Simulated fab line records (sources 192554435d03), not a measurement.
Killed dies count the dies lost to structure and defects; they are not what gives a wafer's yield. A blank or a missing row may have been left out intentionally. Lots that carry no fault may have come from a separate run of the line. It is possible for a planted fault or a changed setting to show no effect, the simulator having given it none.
fab line records | flow n5Finfet
record lots=5 | wafers=15 | lastDay=19
route steps=1938 shown BEOL_M1@814 BEOL_M2@841 PASSIVATION@1936
lots that met no fault: from a run of the same line without faults
startH: start of the lot's first displayed wafer, in hours after the record's first day | waitH: how many hours have passed since the lot's step before this one | " the same as in the row above | L1.1+2: a single row standing in for several wafers | - no value present, or no start provided | * or withheld: withheld | < > ~ a bound
route shown NAME@n: names a module that has steps shown in the file, with the first one's number in the route | usual: the fault-free wafers' mean and standard deviation | same: alike in all rows | chamber/n: place in a boat | sites: each site's reading | _std_site: the standard deviation of these | _edge_site: the outer-site mean with the inner-site mean subtracted | radiusMm: how far each site lies from the wafer's centre | mask NAME#n: copy n | behind: tool/chamber where the wafer was last shaped | hold: cause of the lot's hold/its duration in hours/its outcome | device: whichever transistor did not switch (one of n, p or np) | end of line: tests run on the same wafers once the route is complete | a step given without rows: its recipe and nothing more | killed: at the first sort, the dies lost to defects and structure; wafer yield is something else | map: dies across one wafer; x = killed, . = not, _ = none there
set.NAME: the setting the step ran with; set.NAME@STEP: the setting that earlier step ran with | model.NAME: the simulator's own value behind a step, which no gauge read
certain route steps with their lots: each step a table, each wafer a row
services: the hour from which a tool's chamber was out of use, counted from the record's first day as startH (under 0 if before that day), plus the number of hours and why
## steps
# step N5_BEOL_M1_SPUTTER_48
# recipe material=Cu | targetThkA=45 | tempC=-20 | chamberPressurePa=0.07 | powerW=withheld | timeS=8.29
# step N5_BEOL_M1_ANNEAL_49
# recipe tempC=400 | timeS=240 | ambient=vacuum
# step N5_BEOL_M1_SPUTTER_79
# recipe material=Cu | targetThkA=45 | tempC=-20 | chamberPressurePa=0.07 | powerW=withheld | timeS=8.29
# step N5_BEOL_M1_ANNEAL_80
# recipe tempC=400 | timeS=240 | ambient=vacuum
# step N5_BEOL_M1_SPUTTER_81
# recipe material=Cu | targetThkA=45 | tempC=-20 | chamberPressurePa=0.07 | powerW=withheld | timeS=8.29
# usual chuckSensorTempC=-16.0/0.47 | throttleValvePct=29.5/1
# same timeS=8.29
lot.wafer | tool          | chamber | startH | waitH | chuckSensorTempC | throttleValvePct
L302.3    | pvdSputter-03 | -       | 143.33 | 0.1   | -16.4            | 29.3
L302.5    | "             | -       | "      | "     | -16.2            | 29.3
L302.6    | "             | -       | "      | "     | -16.1            | 28.8
L306.1    | pvdSputter-03 | -       | 185.76 | 0.1   | -16.3            | 27.9
L306.2    | "             | -       | "      | "     | -16.3            | 29.2
L306.4    | "             | -       | "      | "     | -16.0            | 29.0
L318.3    | pvdSputter-03 | -       | 280.95 | 0.1   | -16.4            | 29.1
L318.4    | "             | -       | "      | "     | -16.6            | 28.2
L318.6    | "             | -       | "      | "     | -16.4            | 28.1
L316.2    | pvdSputter-01 | -       | 281.16 | 0.1   | -15.8            | 31.3
L316.3    | "             | -       | "      | "     | -15.8            | 29.9
L316.6    | "             | -       | "      | "     | -16.2            | 28.0
L322.4    | pvdSputter-01 | -       | 312.11 | 0.1   | -15.9            | 28.4
L322.5    | "             | -       | "      | "     | -16.1            | 28.2
L322.6    | "             | -       | "      | "     | -15.7            | 29.8
# step N5_BEOL_M1_ANNEAL_82
# recipe tempC=400 | timeS=240 | ambient=vacuum
# step N5_BEOL_M1_SPUTTER_86
# recipe material=Cu | targetThkA=45 | tempC=-20 | chamberPressurePa=0.07 | powerW=withheld | timeS=8.29
# usual chuckSensorTempC=-16.0/0.48 | throttleValvePct=29.5/1
# same timeS=8.29
lot.wafer | tool          | chamber | startH | waitH | chuckSensorTempC | throttleValvePct
L302.3    | pvdSputter-03 | -       | 143.55 | 0.1   | -16.5            | 29.1
L302.5    | "             | -       | "      | "     | -16.3            | 29.1
L302.6    | "             | -       | "      | "     | -16.0            | 29.0
L306.1    | pvdSputter-03 | -       | 185.98 | 0.1   | -16.3            | 28.0
L306.2    | "             | -       | "      | "     | -16.7            | 29.0
L306.4    | "             | -       | "      | "     | -16.1            | 29.0
L318.3    | pvdSputter-03 | -       | 281.17 | 0.1   | -16.4            | 29.2
L318.4    | "             | -       | "      | "     | -16.3            | 27.9
L318.6    | "             | -       | "      | "     | -16.1            | 27.9
L316.2    | pvdSputter-01 | -       | 281.38 | 0.1   | -16.0            | 31.0
L316.3    | "             | -       | "      | "     | -15.7            | 30.1
L316.6    | "             | -       | "      | "     | -16.0            | 28.1
L322.4    | pvdSputter-01 | -       | 312.33 | 0.1   | -16.1            | 28.3
L322.5    | "             | -       | "      | "     | -16.0            | 28.3
L322.6    | "             | -       | "      | "     | -15.6            | 29.9
# step N5_BEOL_M1_ANNEAL_87
# recipe tempC=400 | timeS=240 | ambient=vacuum
# step N5_BEOL_M1_SPUTTER_88
# recipe material=Cu | targetThkA=45 | tempC=-20 | chamberPressurePa=0.07 | powerW=withheld | timeS=8.29
# step N5_BEOL_M1_ANNEAL_89
# recipe tempC=400 | timeS=240 | ambient=vacuum
# usual heaterPowerW=844/90
# same timeS=240
lot.wafer | tool          | chamber | startH | waitH | heaterPowerW
L302.3    | pvdSputter-03 | -       | 143.85 | 0.0   | 722
L302.5    | "             | -       | "      | "     | 712
L302.6    | "             | -       | "      | "     | 842
L306.1    | pvdSputter-03 | -       | 186.28 | 0.0   | 746
L306.2    | "             | -       | "      | "     | 707
L306.4    | "             | -       | "      | "     | 849
L318.3    | pvdSputter-03 | -       | 281.47 | 0.0   | 736
L318.4    | "             | -       | "      | "     | 756
L318.6    | "             | -       | "      | "     | 782
L316.2    | pvdSputter-01 | -       | 281.68 | 0.0   | 1035
L316.3    | "             | -       | "      | "     | 895
L316.6    | "             | -       | "      | "     | 832
L322.4    | pvdSputter-01 | -       | 312.63 | 0.0   | 837
L322.5    | "             | -       | "      | "     | 863
L322.6    | "             | -       | "      | "     | 878
# step N5_BEOL_M1_SPUTTER_90
# recipe material=Cu | targetThkA=45 | tempC=-20 | chamberPressurePa=0.07 | powerW=withheld | timeS=8.29
# usual chuckSensorTempC=-16.0/0.48 | throttleValvePct=29.5/1
# same timeS=8.29
lot.wafer | tool          | chamber | startH | waitH | chuckSensorTempC | throttleValvePct
L302.3    | pvdSputter-03 | -       | 143.99 | 0.1   | -16.3            | 29.2
L302.5    | "             | -       | "      | "     | -16.3            | 29.2
L302.6    | "             | -       | "      | "     | -16.0            | 28.8
L306.1    | pvdSputter-03 | -       | 186.42 | 0.1   | -16.3            | 28.1
L306.2    | "             | -       | "      | "     | -16.5            | 29.2
L306.4    | "             | -       | "      | "     | -16.1            | 29.0
L318.3    | pvdSputter-03 | -       | 281.61 | 0.1   | -16.4            | 29.6
L318.4    | "             | -       | "      | "     | -16.3            | 27.9
L318.6    | "             | -       | "      | "     | -16.5            | 27.7
L316.2    | pvdSputter-01 | -       | 281.82 | 0.1   | -15.7            | 31.3
L316.3    | "             | -       | "      | "     | -15.8            | 29.8
L316.6    | "             | -       | "      | "     | -16.1            | 28.4
L322.4    | pvdSputter-01 | -       | 312.77 | 0.1   | -16.0            | 28.2
L322.5    | "             | -       | "      | "     | -16.2            | 28.5
L322.6    | "             | -       | "      | "     | -15.7            | 30.1
# step N5_BEOL_M1_ANNEAL_91
# recipe tempC=400 | timeS=240 | ambient=vacuum
# step N5_BEOL_M1_SPUTTER_92
# recipe material=Cu | targetThkA=45 | tempC=-20 | chamberPressurePa=0.07 | powerW=withheld | timeS=8.29
# usual chuckSensorTempC=-16.0/0.47 | throttleValvePct=29.5/1
# same timeS=8.29
lot.wafer | tool          | chamber | startH | waitH | chuckSensorTempC | throttleValvePct
L302.3    | pvdSputter-03 | -       | 144.21 | 0.1   | -16.3            | 29.3
L302.5    | "             | -       | "      | "     | -16.4            | 29.4
L302.6    | "             | -       | "      | "     | -15.9            | 29.0
L306.1    | pvdSputter-03 | -       | 186.64 | 0.1   | -16.3            | 27.8
L306.2    | "             | -       | "      | "     | -16.2            | 29.5
L306.4    | "             | -       | "      | "     | -16.0            | 29.0
L318.3    | pvdSputter-03 | -       | 281.83 | 0.1   | -16.3            | 29.1
L318.4    | "             | -       | "      | "     | -16.3            | 27.9
L318.6    | "             | -       | "      | "     | -16.3            | 28.1
L316.2    | pvdSputter-01 | -       | 282.04 | 0.1   | -15.9            | 31.0
L316.3    | "             | -       | "      | "     | -15.8            | 30.1
L316.6    | "             | -       | "      | "     | -16.2            | 28.5
L322.4    | pvdSputter-01 | -       | 312.99 | 0.1   | -15.9            | 28.2
L322.5    | "             | -       | "      | "     | -16.0            | 28.2
L322.6    | "             | -       | "      | "     | -15.7            | 30.0
# step N5_BEOL_M1_ANNEAL_93
# recipe tempC=400 | timeS=240 | ambient=vacuum
# step N5_BEOL_M1_SPUTTER_94
# recipe material=Cu | targetThkA=45 | tempC=-20 | chamberPressurePa=0.07 | powerW=withheld | timeS=8.29
# step N5_BEOL_M1_ANNEAL_95
# recipe tempC=400 | timeS=240 | ambient=vacuum
# step N5_BEOL_M1_SPUTTER_96
# recipe material=Cu | targetThkA=45 | tempC=-20 | chamberPressurePa=0.07 | powerW=withheld | timeS=8.29
# step N5_BEOL_M1_ECD_50
# recipe material=Cu | targetThkA=3000
# step N5_BEOL_M1_ANNEAL_51
# recipe tempC=225 | timeS=90 | ambient=N2
# usual annealTempC=225.03/0.17 | wafer_temp_C_max=225.70/0.26
# same timeS=90
lot.wafer | tool         | chamber | startH | waitH | annealTempC | wafer_temp_C_max
L302.3    | rtpAnneal-01 | 0       | 144.94 | 0.1   | 225.25      | 225.70
L302.5    | "            | 0       | "      | "     | 225.16      | 225.83
L302.6    | "            | 0       | "      | "     | 224.85      | 225.52
L306.1    | rtpAnneal-02 | 0       | 187.29 | 0.1   | 225.09      | 226.11
L306.2    | "            | 0       | "      | "     | 224.82      | 225.92
L306.4    | "            | 0       | "      | "     | 225.06      | 225.70
L318.3    | rtpAnneal-02 | 0       | 282.55 | 0.1   | 225.06      | 225.76
L318.4    | "            | 0       | "      | "     | 225.25      | 226.02
L318.6    | "            | 0       | "      | "     | 225.30      | 225.90
L316.2    | rtpAnneal-01 | 0       | 282.73 | 0.1   | 224.91      | 225.15
L316.3    | "            | 0       | "      | "     | 224.93      | 225.59
L316.6    | "            | 0       | "      | "     | 224.88      | 225.39
L322.4    | rtpAnneal-02 | 0       | 313.76 | 0.2   | 225.37      | 225.83
L322.5    | "            | 0       | "      | "     | 225.25      | 226.01
L322.6    | "            | 0       | "      | "     | 225.10      | 225.97
# step N5_BEOL_M1_CMP_52
# recipe stopOn=SiOC | tOverpolishS=6.8 | downForcePsi=1 | platenRpm=50 | clearingPlatenDownForcePsi=1.5 | clearingPlatenRpm=50 | postCmpClean=cuAlkaline | targetThkNm=40 | clearingPlatenPadVelocityMS=0.99484 | padVelocityMS=0.99484
# step N5_BEOL_M1_PRE_CLEAN_60
# recipe gas=NH3/H2 | timeS=15 | tempC=* | rfPowerW=300
# step N5_BEOL_M1_CO_CAP_55
# recipe material=Co | targetThkA=20 | tempC=200 | precursor=CCTBA/H2 | pressureTorr=30 | timeS=102.1
# step N5_BEOL_M1_PRE_CLEAN_56
# recipe gas=NH3 | timeS=15 | tempC=withheld | rfPowerW=300
# step N5_BEOL_M1_DEP_57
# recipe material=SiCN | targetThkA=80 | tempC=withheld | precursor=3MS/NH3 | pressureTorr=3 | rfW=202 | timeS=14
# step N5_BEOL_M1_RS_MEAS_58
# recipe thkMeasGauge=four-point-probe | reads=Co_of_BEOL_M1_CO_CAP_55+Cu_of_BEOL_M1_ECD_50+Co_of_BEOL_M1_CVD_47+TaN_of_BEOL_M1_ALD_84
# usual M1_RS=0.667/0.027
lot.wafer | tool         | chamber | startH | waitH | M1_RS[ohm/sq]
L302.3    | filmMetro-01 | -       | 145.70 | 0.1   | 0.681
L302.5    | "            | -       | "      | "     | 0.678
L302.6    | "            | -       | "      | "     | 0.651
L306.1    | filmMetro-01 | -       | 188.15 | 0.0   | 0.662
L306.2    | "            | -       | "      | "     | 0.686
L306.4    | "            | -       | "      | "     | 0.662
L316.2    | filmMetro-02 | -       | 283.74 | 0.1   | 0.630
L316.3    | "            | -       | "      | "     | 0.685
L316.6    | "            | -       | "      | "     | 0.655
L318.3    | filmMetro-01 | -       | 284.13 | 0.1   | 0.701
L318.4    | "            | -       | "      | "     | 0.670
L318.6    | "            | -       | "      | "     | 0.639
L322.4    | filmMetro-01 | -       | 314.49 | 0.0   | 0.639
L322.5    | "            | -       | "      | "     | 0.656
L322.6    | "            | -       | "      | "     | 0.629
# step N5_BEOL_M2_ILD_DEP_00
# recipe material=SiOC | targetThkA=790 | tempC=350 | precursor=DEMS/O2 | pressureTorr=5 | rfW=500 | timeS=15.3
# step N5_BEOL_M2_THK_MEAS_01
# recipe reads=SiOC_of_BEOL_M2_ILD_DEP_00
# usual M2_ILD_THK=79.1/0.93
lot.wafer | tool         | chamber | startH | waitH | M2_ILD_THK[nm]
L302.3    | filmMetro-02 | -       | 145.85 | 0.1   | 79.4
L302.5    | "            | -       | "      | "     | 78.7
L302.6    | "            | -       | "      | "     | 79.0
L306.1    | filmMetro-02 | -       | 188.28 | 0.0   | 77.6
L306.2    | "            | -       | "      | "     | 77.3
L306.4    | "            | -       | "      | "     | 77.8
L316.2    | filmMetro-01 | -       | 283.87 | 0.1   | 79.5
L316.3    | "            | -       | "      | "     | 78.4
L316.6    | "            | -       | "      | "     | 80.1
L318.3    | filmMetro-02 | -       | 284.26 | 0.1   | 79.6
L318.4    | "            | -       | "      | "     | 80.6
L318.6    | "            | -       | "      | "     | 80.5
L322.4    | filmMetro-01 | -       | 314.62 | 0.0   | 79.5
L322.5    | "            | -       | "      | "     | 79.2
L322.6    | "            | -       | "      | "     | 78.8
# step N5_BEOL_M2_PECVD_72
# recipe material=SiO2 | targetThkA=160 | tempC=400 | precursor=TEOS/O2 | pressureTorr=5.5 | rfW=450 | teosFlowSccm=53.8 | gas=O2 | flowSccm=3000 | timeS=18
# step N5_BEOL_M2_HM_DEP_02
# recipe material=TiN | targetThkA=200 | tempC=25 | chamberPressurePa=0.49996
# step N5_BEOL_M2_COAT_61
# recipe resist=SOC | tempC=250 | timeS=60 | spinRpm=1500 | resistThkNm=60
# step N5_BEOL_M2_COAT_62
# recipe resist=SiARC | tempC=220 | timeS=60 | spinRpm=1500 | resistThkNm=12
# step N5_BEOL_M2_COAT_73
# recipe resist=underlayer | tempC=205 | timeS=60 | spinRpm=1500 | resistThkNm=5
# step N5_BEOL_M2_COAT_05
# recipe resist=CAR-EUV | spinRpm=1500 | resistThkNm=30
# step N5_BEOL_M2_EBR_07
# recipe solvent=PGMEA | ebrWidthMm=1.5
# step N5_BEOL_M2_SOFTBAKE_06
# recipe tempC=110 | timeS=60 | resist=CAR-EUV
# step N5_BEOL_M2_EXPOSE_08
# recipe maskId=M2 | na=0.33 | sourceShape=dipole | sigmaInner=0.369 | sigmaOuter=0.767 | polarization=unpolarized | doseMj=41.25
# step N5_BEOL_M2_PEB_09
# recipe pebTempC=100 | pebTimeS=60 | resist=CAR-EUV
# step N5_BEOL_M2_DEVELOP_10
# recipe developTimeS=30 | developer=TMAH | resist=CAR-EUV | rinseLiquid=surfactantRinse | dry=airSpin | devTempC=23
# step N5_BEOL_M2_CD_MEAS_11
# recipe targetCdNm=16.79 | landingEnergyEv=500 | detector=seInlens | polarity=opening
# usual cdNm=16.76/0.23
lot.wafer | tool     | chamber | startH | waitH | cdNm
L302.3    | cdSem-01 | 0       | 166.17 | -     | 16.34
L302.5    | "        | 0       | "      | "     | 16.77
L302.6    | "        | 0       | "      | "     | 16.46
L306.1    | cdSem-01 | 0       | 212.10 | -     | 16.82
L306.2    | "        | 0       | "      | "     | 16.74
L306.4    | "        | 0       | "      | "     | 17.11
L316.2    | cdSem-01 | 0       | 284.36 | -     | 16.57
L316.3    | "        | 0       | "      | "     | 16.51
L316.6    | "        | 0       | "      | "     | 16.81
L318.3    | cdSem-02 | 0       | 284.78 | -     | 16.38
L318.4    | "        | 0       | "      | "     | 16.76
L318.6    | "        | 0       | "      | "     | 16.67
L322.4    | cdSem-01 | 0       | 316.35 | -     | 16.86
L322.5    | "        | 0       | "      | "     | 17.02
L322.6    | "        | 0       | "      | "     | 16.35
# step N5_BEOL_M2_OVL_MEAS_12
# recipe pointsPerWafer=522
# usual M2_OVL=-0.3/0.66
lot.wafer | tool       | chamber | startH | waitH | M2_OVL[nm]
L302.3    | overlay-02 | 0       | 166.21 | 0.0   | 0.3
L302.5    | "          | 0       | "      | "     | 0.6
L302.6    | "          | 0       | "      | "     | -1.1
L306.1    | overlay-02 | 0       | 212.13 | 0.0   | 0.6
L306.2    | "          | 0       | "      | "     | -1.0
L306.4    | "          | 0       | "      | "     | -0.4
L316.2    | overlay-01 | 0       | 284.40 | 0.0   | 0.3
L316.3    | "          | 0       | "      | "     | -0.8
L316.6    | "          | 0       | "      | "     | 0.3
L318.3    | overlay-01 | 0       | 284.82 | 0.0   | -0.1
L318.4    | "          | 0       | "      | "     | -1.3
L318.6    | "          | 0       | "      | "     | -1.6
L322.4    | overlay-02 | 0       | 316.39 | 0.0   | -0.4
L322.5    | "          | 0       | "      | "     | -0.5
L322.6    | "          | 0       | "      | "     | 0.0
# step N5_PASSIVATION_PROBE_49
# usual defectLimitedYield=91.2/1.3 | killed_at_M0_to_M3=34/9.2 | killed_at_M4_up=14/5 | killedAtContacts=13/6.7 | killedAtFrontEnd=39/12 | killedAtOther=4/3.3 | killedDies=104/15 | killedOpen=68/12 | killedShort=34/7.5 | sort_bin_5_function=5.2/0.87 | sort_bin_6_memory=3.3/0.63 | sortNPass=1076/15 | sortYieldPct=91.2/1.3
# same grossDies=1180 | killedAtBackSide=0 | sort_bin_4_leakage[%]=0 | sort_bin_8_speed[%]=0
lot.wafer | tool      | chamber | startH | waitH | defectLimitedYield[%] | killed_at_M0_to_M3 | killed_at_M4_up | killedAtContacts | killedAtFrontEnd | killedAtOther | killedDies | killedOpen | killedShort | sort_bin_5_function[%] | sort_bin_6_memory[%] | sortNPass | sortYieldPct[%]
L306.1    | prober-02 | -       | 364.77 | 0.0   | 82.1                  | 165                | 6               | 6                | 31               | 3             | 211        | 43         | 29          | 11.2                   | 4.4                  | 969       | 82.1
# killed by level:class
L306.1 BEOL_M1:unspecified=138 FIN_SAQP:geometricParticle:short=9 FIN_SAQP:geometricParticle:open=7 BEOL_M3:geometricParticle:open=6 MOL_CONTACT_COAG:geometricParticle:open=5 BEOL_M2:geometricParticle:open=5 STI_FIN_REVEAL:geometricParticle:open=4 BEOL_M0_SAQP:geometricParticle:open=4
# map L306.1 (x killed, . not)
_________________......xx....________________
______________..xx.............._____________
___________...x..x......xx.........__________
__________...............x.x........_________
________...x.........................._______
_______.............x..................______
______.....x.........x.....x...x........_____
_____............x...x...................____
____..x.x......xx.....x..............x....___
___.....x..........................x.......__
___...............x........................__
__...........x......x.........x..xx......x.._
__........................x.........x......._
_..........x.x...............................
_......x.x.x.x.xx.............x..............
_.....x..xxxxxxxxx.......x....x..x...........
_...xx.xxxxxxxxxxx.xx.......x................
_.....xxxxxxxxxxxxx.x.........x.........x....
_....xxxxxxxxxxxxxxx..xx........x....x.......
_x...xxxxxxxxxxxxxxxx........................
_.....xxxxxxxxxxxxxxx........................
__....xxxxxxxxxxxx.xx.........x...........x._
__...xx.xxxxxxxxxxx.x.....x.............x..._
___.....xxxxxxxxxx...........x.............__
___......xxxxxxxx.xx.x...x.....x........x..__
____....xxx..xxx..............x...........___
_____.................x..............x...____
______.................................._____
_______................................______
________x..............x.............._______
__________x........................._________
___________..........x.............__________
______________..........x......._____________
_________________............________________
# map L302.5 (x killed, . not)
_________________...........x________________
______________.x........x.....x._____________
___________........................__________
__________....x....................x_________
________.............................._______
_______.x.........x.....x..............______
______x....x...x.........x.............._____
_____.x...........x...x..................____
____.....x......x............x...x........___
___..........xx............................__
___..x..x..............x.................x.__
__x.........x..............xx.............x._
__.x..................x......x.....x....x..._
_.......x...x.......x.................x......
_...x......................x...........x.....
_..x.........................................
_..............................x.....x.......
_....x.x.....x......x..............xx........
_.................x.......x................x.
_....................x.......................
_..........................................x.
__..........x............x...............x.._
__x......................x...........x..x..._
___...x......x.......................x.....__
___.......x...........x...x.........x......__
____....................x.......x.........___
_____x..x.....x..................x.......____
______........x.....x..............x...._____
_______.....x............x.............______
________...........x..........xx......_______
__________.........................._________
___________..x....x........x.......__________
______________.................._____________
_________________....x.......________________
## services
tool          | chamber | startH | hours | kind
pvdSputter-01 | -       | 127.38 | 0.8   | repair
pvdSputter-03 | -       | 188.94 | 5.9   | repair
pvdSputter-03 | -       | 211.08 | 3.7   | repair
## key
firstSign step=N5_PASSIVATION_PROBE_49 | reading=killed_at_M0_to_M3 | direction=up | sigmas=14 | usual=34 | struck=165
effect step=N5_PASSIVATION_PROBE_49 | reading=defectLimitedYield | direction=down | sigmas=7 | usual=91.2 | struck=82.1
moreKillsBornAt N5_BEOL_M1_SPUTTER_92@pvdSputter-03=138
metAt N5_BEOL_M1_SPUTTER_92
struckWafers L306.1
fault kind=chamberParticleSource | tool=pvdSputter-03 | chamber=- | onsetH=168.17 | steps=N5_BEOL_M1_SPUTTER_92 | ratePerVisitCm2=1.0705 | endH=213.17 | scope=struckWafersOnly
